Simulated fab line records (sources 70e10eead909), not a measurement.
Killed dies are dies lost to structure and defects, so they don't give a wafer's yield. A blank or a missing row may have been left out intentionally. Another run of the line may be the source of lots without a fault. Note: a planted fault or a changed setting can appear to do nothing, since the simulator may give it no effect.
One fault through the eyes of 2 desks -- flow nand-harc -- only its own numbers are on each desk; what lay behind them is given at the end

## FOR THE TOOL OWNER'S DESK: rie-diel-01
The tool's own readings at NHARC_P_M2_ETCH_35 (etches the open film in N2/H2, target depth 40 nm, overetch 12 nm, time 43.94 s): means of the sampled wafers that have a number, for each lot that ran on this tool. A lot is out of limits, marked OUT, if its mean lies more than 4 standard deviations from the usual mean; the brackets give that distance.
Columns: A = chamber-pressure-mTorr at NHARC_P_M2_ETCH_35, usual 29.999 mTorr; B = drypump-motor-current-A at NHARC_P_M2_ETCH_35, usual 5.6 A; C = oes-product-au at NHARC_P_M2_ETCH_35, usual 1.001 a.u.; D = rf-vpp-V at NHARC_P_M2_ETCH_35, usual 431.0 V; E = run-length-s at NHARC_P_M2_ETCH_35, usual 65.2 s; F = showerhead-plenum-p-Torr at NHARC_P_M2_ETCH_35, usual 2.06 Torr; G = throttle-valve-pct at NHARC_P_M2_ETCH_35, usual 14.171 %
lot,first seen here,A,B,C,D,E,F,G
L299,day 6 06:20,29.992,5.8,1.003,429.9,64.9,2.03,14.167
L304,day 8 15:43,29.992,5.3,1.012,431.9,65.0,2.07,14.169
L305,day 9 01:34,30.000,5.5,1.009,429.7,64.9,2.01,14.161
L308,day 10 16:55,30.025,5.3,0.995,431.4,65.1,2.07,14.174
L310,day 11 00:52,29.989,5.3,1.002,432.0,64.9,2.07,14.173
L314,day 12 13:14,29.986,5.5,0.995,432.1,65.1,2.11,14.172
L315,day 13 00:22,29.984,5.6,1.002,429.4,54.7 (-20) OUT,2.03,14.173
L318,day 14 06:05,30.003,5.3,1.002,430.7,54.4 (-20) OUT,2.07,14.184
This desk's finding: out of limits on L315, L318; first on L315, day 13 00:22 (run-length-s at NHARC_P_M2_ETCH_35). In limits: L299, L304, L305, L308, L310, L314.

## THE METROLOGY DESK
What the gauges read for every lot (on any tool): the sampled wafers with a number, averaged. A lot is out of limits, marked OUT, if its mean lies more than 4 standard deviations from the usual mean; the brackets give that distance.
Columns: A = cd-nm at NHARC_P_M1_CD_MEAS_16, usual 129.8 nm; B = cd-nm at NHARC_P_M2_CD_MEAS_16, usual 169.7 nm
lot,first seen here,A,B
L299,day 6 02:24,129.8,170.6
L301,day 6 22:25,129.3,169.6
L302,day 7 15:19,130.9,169.2
L304,day 8 11:47,129.3,169.5
L305,day 8 21:19,130.3,169.5
L306,day 9 10:38,129.7,169.8
L307,day 9 16:57,129.1,169.6
L308,day 10 12:59,128.7,169.0
L310,day 10 19:53,130.4,170.1
L309,day 10 20:58,129.4,169.4
L314,day 12 09:07,130.6,171.0
L315,day 12 20:25,130.1,168.5
L318,day 14 02:10,130.4,169.9
This desk's verdict: no lot among the 13 shows anything out of limits.

## ALL TOGETHER
The tool owner's desk had the chance to raise an alarm at day 13 00:22 on L315, L318.
The metrology desk saw nothing out of limits.
The metrology desk has L315, L318 on record, within its limits.
The lots listed all ran NHARC_P_M2_ETCH_35 on rie-diel-01.

## WHAT HAD BEEN PUT IN BY THE SIMULATOR
Drift in process parameters on rie-diel-01 at NHARC_P_M2_ETCH_35, starting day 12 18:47. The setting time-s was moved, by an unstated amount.
Struck lots among those shown: L315, L318.
Each desk's first reading out of limits, in hours after the fault started: the tool owner's desk, 6.
